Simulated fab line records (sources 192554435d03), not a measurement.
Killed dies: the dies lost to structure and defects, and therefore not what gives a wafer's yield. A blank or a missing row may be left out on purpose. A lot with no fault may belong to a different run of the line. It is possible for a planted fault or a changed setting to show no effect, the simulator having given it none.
Chamber matching :: flow n5 finfet :: N5_MOL_CONTACT_COAG_CMP_23 on cmp-04 has 4 sister chambers
The step polishes, stops on SiO2, t overpolish 1.5 s, target thk 0 nm. 4 wafers are shown with their chamber, then 8 later ones without.

## EACH WAFER AND ITS CHAMBER
wafer: L462.1
chamber: 1
motor current A (A): 7.2

wafer: L462.2
chamber: 0
motor current A (A): 8.8

wafer: L462.3
chamber: 2
motor current A (A): 8.0

wafer: L463.2
chamber: 3
motor current A (A): 8.9

## WAFERS WITH NO CHAMBER GIVEN
wafer: L463.4
motor current A (A): 9.1

wafer: L463.6
motor current A (A): 8.6

wafer: L467.4
motor current A (A): 8.5

wafer: L467.5
motor current A (A): 8.7

wafer: L467.6
motor current A (A): 9.2

wafer: L468.2
motor current A (A): 7.7

wafer: L468.3
motor current A (A): 8.6

wafer: L468.5
motor current A (A): 8.5

## WHICH CHAMBER EACH ONE RAN IN
wafer: L463.4
from the rows above: can't be placed: 3 or 0
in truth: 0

wafer: L463.6
from the rows above: can't be placed: 0 or 3 or 2
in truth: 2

wafer: L467.4
from the rows above: can't be placed: 0 or 3 or 2
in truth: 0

wafer: L467.5
from the rows above: can't be placed: 0 or 3
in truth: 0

wafer: L467.6
from the rows above: can't be placed: 3 or 0
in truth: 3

wafer: L468.2
from the rows above: can't be placed: 2 or 1
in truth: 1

wafer: L468.3
from the rows above: can't be placed: 0 or 3 or 2
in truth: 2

wafer: L468.5
from the rows above: can't be placed: 0 or 3 or 2
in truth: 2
Placed correctly: 0 of 8. From these rows, 8 cannot be placed; in 8 the true chamber is one of the candidates. Number placed wrongly: 0.
How it was worked out, from the rows above alone: a wafer's distance from a chamber is the root of the sum, over the readings, of the square of ((its reading less the chamber's mean) divided by the reading's scatter). The wafer belongs to the nearest chamber; if the next one is less than 2 further off, it can't be placed. A chamber's mean is the mean of its shown wafers. The scatter (one wafer shown for each chamber): square how far every hidden wafer sits from the nearest shown wafer, average those squares and take the square root.
